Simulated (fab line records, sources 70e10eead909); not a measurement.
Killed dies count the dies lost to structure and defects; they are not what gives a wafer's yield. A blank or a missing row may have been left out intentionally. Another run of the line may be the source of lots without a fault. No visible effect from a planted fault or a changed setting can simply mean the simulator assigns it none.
Which of the tools did it? :: flow nand-harc :: Sampling: 12 lots, 36 wafers, 4 of 1302 route steps

## WHAT EACH GAUGE READ, for each wafer
NHARC_P_STI_INSPECT_25.
lot: L582
measured: day 4 02:37
on: defect-inspect-01
raw-defect-count: 279 211 424

lot: L583
measured: day 4 09:08
on: defect-inspect-01
raw-defect-count: 212 225 153

lot: L584
measured: day 4 20:56
on: defect-inspect-02
raw-defect-count: 125 127 216

lot: L587
measured: day 5 23:37
on: defect-inspect-02
raw-defect-count: 295 404 220

lot: L588
measured: day 6 10:49
on: defect-inspect-02
raw-defect-count: 187 173 106

lot: L589
measured: day 6 21:50
on: defect-inspect-02
raw-defect-count: 138 106 177

lot: L598
measured: day 10 18:58
on: defect-inspect-01
raw-defect-count: 114 270 373

lot: L599
measured: day 10 23:55
on: defect-inspect-01
raw-defect-count: 163 147 163

lot: L600
measured: day 11 14:04
on: defect-inspect-02
raw-defect-count: 143 167 187

lot: L601
measured: day 12 04:48
on: defect-inspect-02
raw-defect-count: 197 221 102

lot: L603
measured: day 12 22:05
on: defect-inspect-02
raw-defect-count: 361 407 301

lot: L605
measured: day 13 11:55
on: defect-inspect-01
raw-defect-count: 184 246 232

NHARC_P_GATE_CD_MEAS_26: the cd target is 120 nm.
lot: L582
measured: day 5 00:57
on: cd-sem-02
cd-nm (nm): 120.8 119.8 120.1

lot: L583
measured: day 5 08:23
on: cd-sem-03
cd-nm (nm): 120.8 119.7 119.7

lot: L584
measured: day 5 21:15
on: cd-sem-02
cd-nm (nm): 121.0 120.4 120.5

lot: L587
measured: day 7 00:15
on: cd-sem-01
cd-nm (nm): 119.7 119.9 119.8

lot: L588
measured: day 7 16:23
on: cd-sem-02
cd-nm (nm): 119.1 119.2 120.0

lot: L589
measured: day 7 23:44
on: cd-sem-01
cd-nm (nm): 116.0 115.9 114.8 115.9 116.0 115.0

lot: L598
measured: day 11 20:06
on: cd-sem-03
cd-nm (nm): 119.9 119.9 120.1

lot: L599
measured: day 11 23:04
on: cd-sem-02
cd-nm (nm): 119.9 119.0 120.4

lot: L600
measured: day 12 13:47
on: cd-sem-02
cd-nm (nm): 120.0 119.8 119.6

lot: L601
measured: day 13 05:41
on: cd-sem-01
cd-nm (nm): 120.0 120.6 120.1

lot: L603
measured: day 13 22:53
on: cd-sem-02
cd-nm (nm): 120.5 120.7 120.4

lot: L605
measured: day 14 10:40
on: cd-sem-02
cd-nm (nm): 118.4 120.3 119.7

## WHAT TOOL EACH LOT RAN ON (gives the tool, then ch and the chambers of the sampled wafers, and finally the start)
lot: L582
NHARC_P_GATE_DESCUM_13: rie-diel-02 ch 0,2, day 4 11:28
NHARC_P_GATE_EXPOSE_23: arfi-scanner-01 ch 0, day 5 00:49

lot: L583
NHARC_P_GATE_DESCUM_13: rie-diel-02 ch 0,1,3, day 4 17:45
NHARC_P_GATE_EXPOSE_23: arfi-scanner-02 ch 0, day 5 08:14

lot: L584
NHARC_P_GATE_DESCUM_13: rie-diel-09 ch 1,2,3, day 5 06:25
NHARC_P_GATE_EXPOSE_23: arfi-scanner-01 ch 0, day 5 21:07

lot: L587
NHARC_P_GATE_DESCUM_13: rie-diel-02 ch 0,2,3, day 6 08:13
NHARC_P_GATE_EXPOSE_23: arfi-scanner-03 ch 0, day 7 00:07

lot: L588
NHARC_P_GATE_DESCUM_13: rie-diel-09 ch 0,2,3, day 6 19:29
NHARC_P_GATE_EXPOSE_23: arfi-scanner-01 ch 0, day 7 16:14

lot: L589
NHARC_P_GATE_DESCUM_13: rie-diel-13 ch 0,1,2, day 7 07:04
NHARC_P_GATE_EXPOSE_23: arfi-scanner-03 ch 0, day 7 23:35

lot: L598
NHARC_P_GATE_DESCUM_13: rie-diel-09 ch 0,1, day 11 03:34
NHARC_P_GATE_EXPOSE_23: arfi-scanner-02 ch 0, day 11 19:57

lot: L599
NHARC_P_GATE_DESCUM_13: rie-diel-02 ch 0,2,3, day 11 08:39
NHARC_P_GATE_EXPOSE_23: arfi-scanner-03 ch 0, day 11 22:55

lot: L600
NHARC_P_GATE_DESCUM_13: rie-diel-09 ch 0,2, day 11 22:33
NHARC_P_GATE_EXPOSE_23: arfi-scanner-02 ch 0, day 12 13:38

lot: L601
NHARC_P_GATE_DESCUM_13: rie-diel-02 ch 0,3, day 12 13:10
NHARC_P_GATE_EXPOSE_23: arfi-scanner-03 ch 0, day 13 05:33

lot: L603
NHARC_P_GATE_DESCUM_13: rie-diel-13 ch 0,1,3, day 13 06:38
NHARC_P_GATE_EXPOSE_23: arfi-scanner-03 ch 0, day 13 22:45

lot: L605
NHARC_P_GATE_DESCUM_13: rie-diel-09 ch 0,3, day 13 20:41
NHARC_P_GATE_EXPOSE_23: arfi-scanner-02 ch 0, day 14 10:31
- NHARC_P_GATE_DESCUM_13: chemistry O2, time 3 s.
- NHARC_P_GATE_EXPOSE_23: exposes mask P GATE, target cd 120 nm.

## AS READ BY THE TOOLS THEMSELVES (means over the sampled wafers that have a number; for cases with no such wafer, the mark the record gives instead)
NHARC_P_GATE_DESCUM_13.
lot: L582
tool: rie-diel-02
drypump-motor-current-A (A): 6.5
oes-product-au (a.u.): 0.987
rf-vpp-V (V): 57.3
showerhead-plenum-p-Torr (Torr): 1.91
throttle-valve-pct (%): 11.303

lot: L583
tool: rie-diel-02
drypump-motor-current-A (A): 5.7
oes-product-au (a.u.): 0.997
rf-vpp-V (V): 56.4
showerhead-plenum-p-Torr (Torr): 1.84
throttle-valve-pct (%): 11.309

lot: L584
tool: rie-diel-09
drypump-motor-current-A (A): 6.2
oes-product-au (a.u.): 0.998
rf-vpp-V (V): 57.9
showerhead-plenum-p-Torr (Torr): 1.93
throttle-valve-pct (%): 11.327

lot: L587
tool: rie-diel-02
drypump-motor-current-A (A): 6.1
oes-product-au (a.u.): 0.991
rf-vpp-V (V): 58.4
showerhead-plenum-p-Torr (Torr): 1.90
throttle-valve-pct (%): 11.313

lot: L588
tool: rie-diel-09
drypump-motor-current-A (A): 6.3
oes-product-au (a.u.): 1.003
rf-vpp-V (V): 57.5
showerhead-plenum-p-Torr (Torr): 1.88
throttle-valve-pct (%): 11.309

lot: L589
tool: rie-diel-13
drypump-motor-current-A (A): 5.7
oes-product-au (a.u.): 1.014
rf-vpp-V (V): 56.6
showerhead-plenum-p-Torr (Torr): 1.95
throttle-valve-pct (%): 11.320

lot: L598
tool: rie-diel-09
drypump-motor-current-A (A): 6.3
oes-product-au (a.u.): 0.992
rf-vpp-V (V): 57.5
showerhead-plenum-p-Torr (Torr): 1.88
throttle-valve-pct (%): 11.312

lot: L599
tool: rie-diel-02
drypump-motor-current-A (A): 6.1
oes-product-au (a.u.): 0.986
rf-vpp-V (V): 57.6
showerhead-plenum-p-Torr (Torr): 1.90
throttle-valve-pct (%): 11.315

lot: L600
tool: rie-diel-09
drypump-motor-current-A (A): 6.2
oes-product-au (a.u.): 0.986
rf-vpp-V (V): 58.4
showerhead-plenum-p-Torr (Torr): 1.91
throttle-valve-pct (%): 11.319

lot: L601
tool: rie-diel-02
drypump-motor-current-A (A): 5.9
oes-product-au (a.u.): 0.981
rf-vpp-V (V): 56.5
showerhead-plenum-p-Torr (Torr): 1.82
throttle-valve-pct (%): 11.307

lot: L603
tool: rie-diel-13
drypump-motor-current-A (A): 5.6
oes-product-au (a.u.): 1.002
rf-vpp-V (V): 57.5
showerhead-plenum-p-Torr (Torr): 1.94
throttle-valve-pct (%): 11.305

lot: L605
tool: rie-diel-09
drypump-motor-current-A (A): 6.4
oes-product-au (a.u.): 0.992
rf-vpp-V (V): 58.5
showerhead-plenum-p-Torr (Torr): 1.84
throttle-valve-pct (%): 11.315

## THE ANSWER, worked out from the rows above alone
Rule: what is usual is taken from the lots themselves. Put in order of their means at a reading, lots are off if they are a third of the lots or fewer, leave a main group of 4 or more, and stand apart from it by a gap of 3 or more times the standard deviation of the main group's means; of several such gaps the widest counts. If all means in a main group match to the digits the tables above print for the reading, that group is not used. Also off: a lot with no number at a reading for which 4 or more lots have one. Where the step has rows for the other lots, those lots are counted as sound. After the gauges, taken in route order, come the tools' own readings; for these a lot's mean is taken, as printed above. The first step at which some lot is off is used, and at that step the reading that is off furthest; a lot without a number counts as furthest.
Off: L589 (NHARC_P_GATE_CD_MEAS_26, cd-nm). For the main group the mean is 120.0 nm and the standard deviation 0.37.
If a tool, at a process step before that reading, ran all the lots that are off and no sound lot after the first of them, it fits. Those tools and the gauges at NHARC_P_GATE_CD_MEAS_26 are tried in the same way. No candidate that was tried fits.

## WHAT WAS PUT IN BY THE SIMULATOR
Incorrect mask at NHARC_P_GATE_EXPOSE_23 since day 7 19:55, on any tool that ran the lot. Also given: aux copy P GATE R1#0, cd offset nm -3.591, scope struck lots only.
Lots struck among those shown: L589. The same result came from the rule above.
